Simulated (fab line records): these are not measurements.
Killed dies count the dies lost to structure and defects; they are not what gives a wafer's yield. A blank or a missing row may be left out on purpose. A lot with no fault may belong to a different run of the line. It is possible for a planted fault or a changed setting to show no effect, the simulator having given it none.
A struck lot beside a sound one	flow nandHarc	14 steps out of a route of 1159
Sound: wafers L302.1, L302.2, L302.5. Wafers struck: L294.3, L294.5, L294.6. Last of all comes the cause.
At each step with rows: each side's tool, then ch and its chambers, then its first start. Under that, the readings that differ: sound wafers	struck wafers	difference of the means	sigmas: that difference in standard deviations of wafers without a fault.
alike: readings with means less than 2 such deviations apart, plus words and numbers identical on both sides. not compared: withheld readings, readings lacking a value on some wafer, bounds such as >300 that could conceal the same value, and numbers that have no deviation in the record and whose values overlap.
Wherever a step has rows on one side only, a row that says differs or no value, or a row with sigmas, the two part there. When numbers do not overlap yet have no deviation, they are printed without sigmas and do not part them. A reading that every wafer of one side lacks parts them only if that side has two wafers or more.

first, 3 steps without rows for these wafers: NHARC_A_CONTACT_ETCH_134 (etches the open film in C4F8/O2/Ar, time 140 s, target depth 700 nm); NHARC_A_CONTACT_ETCH_135 (etches the open film in C4F8/O2/Ar, time 132 s, target depth 1287 nm); NHARC_A_CONTACT_ETCH_136 (etches the open film in C4F8/O2/Ar, time 132 s, target depth 1287 nm).
NHARC_A_CONTACT_ETCH_137: etches the open film in C4F8/O2/Ar, time 132 s, target depth 1287 nm.
  sound on harCapEtch-02 ch 0,1, day 22 13:44; struck on harCapEtch-02 ch 0,1, day 21 19:03
  alike: runLengthS
  not compared: rfHoursCounterH
NHARC_A_CONTACT_ETCH_138: etches the open film in C4F8/O2/Ar, time 132 s, target depth 1289 nm.
  sound on harCapEtch-02 ch 0,1, day 22 13:52; struck on harCapEtch-02 ch 0,1, day 21 19:10
  alike: runLengthS
  not compared: rfHoursCounterH
NHARC_A_CONTACT_ETCH_139: etches the open film in C4F8/O2/Ar, time 137 s, target depth 590 nm.
  sound on harCapEtch-02 ch 0,1, day 22 13:59; struck on harCapEtch-02 ch 0,1, day 21 19:21
  alike: runLengthS
  not compared: rfHoursCounterH
NHARC_A_CONTACT_ETCH_92: etches the open film in CH3F/O2, target depth 40 nm, time 85.7 s.
  sound on rieDiel-01 ch 1,2,3, day 22 14:24; struck on rieDiel-05 ch 0,1,2, day 21 19:51
reading	sound	struck	difference	sigmas
oesProductAu (a.u.)	1.00 1.00 1.00	0.92 0.93 0.93	-0.07	-2
  alike: drypumpMotorCurrentA, rfVppV, runLengthS, showerheadPlenumPTorr, throttleValvePct
  not compared: rfHoursCounterH
then, 1 step without rows for these wafers: NHARC_A_CONTACT_ETCH_98 (etches the open film in C4F6/O2, target depth 20 nm, time 10 s).
NHARC_A_CONTACT_CD_MEAS_15:
  struck on cdSem-01, day 21 20:13; sound on cdSem-01, day 22 14:37
  alike: cdNm
then, 3 steps without rows for these wafers: NHARC_A_CONTACT_STRIP_107 (strips in N2/H2); NHARC_A_CONTACT_STRIP_108 (strips in CF4/CHF3); NHARC_A_CONTACT_STRIP_109 (strips in O2/COS).
NHARC_A_CONTACT_ETCH_110: etches the open film in CF4/O2, target depth 50 nm, overetch 5 nm, time 27.5 s.
  sound on rieDiel-01 ch 1,2, day 22 14:58; struck on rieDiel-05 ch 2,3, day 21 20:40
reading	sound	struck	difference	sigmas
runLengthS (s)	49.3 48.4 48.9	46.0 45.9 46.4	-2.8	-7
  alike: drypumpMotorCurrentA, oes_ar_750_au, oesProductAu, rfVppV, showerheadPlenumPTorr, throttleValvePct
  not compared: rfHoursCounterH
NHARC_A_CONTACT_STRIP_26: strips in O2.
  sound on rieDiel-01 ch 0,1,2; struck on rieDiel-05 ch 0,1,3
  alike: drypumpMotorCurrentA, oesProductAu, rfVppV, showerheadPlenumPTorr, throttleValvePct
  not compared: rfHoursCounterH

== WHERE THEY PART ==
Last at NHARC_A_CONTACT_ETCH_110 as far as this record goes, first at NHARC_A_CONTACT_ETCH_92. Later steps at which nothing parts them and some readings are alike: NHARC_A_CONTACT_STRIP_26.

WHY: what had been put in by the simulator
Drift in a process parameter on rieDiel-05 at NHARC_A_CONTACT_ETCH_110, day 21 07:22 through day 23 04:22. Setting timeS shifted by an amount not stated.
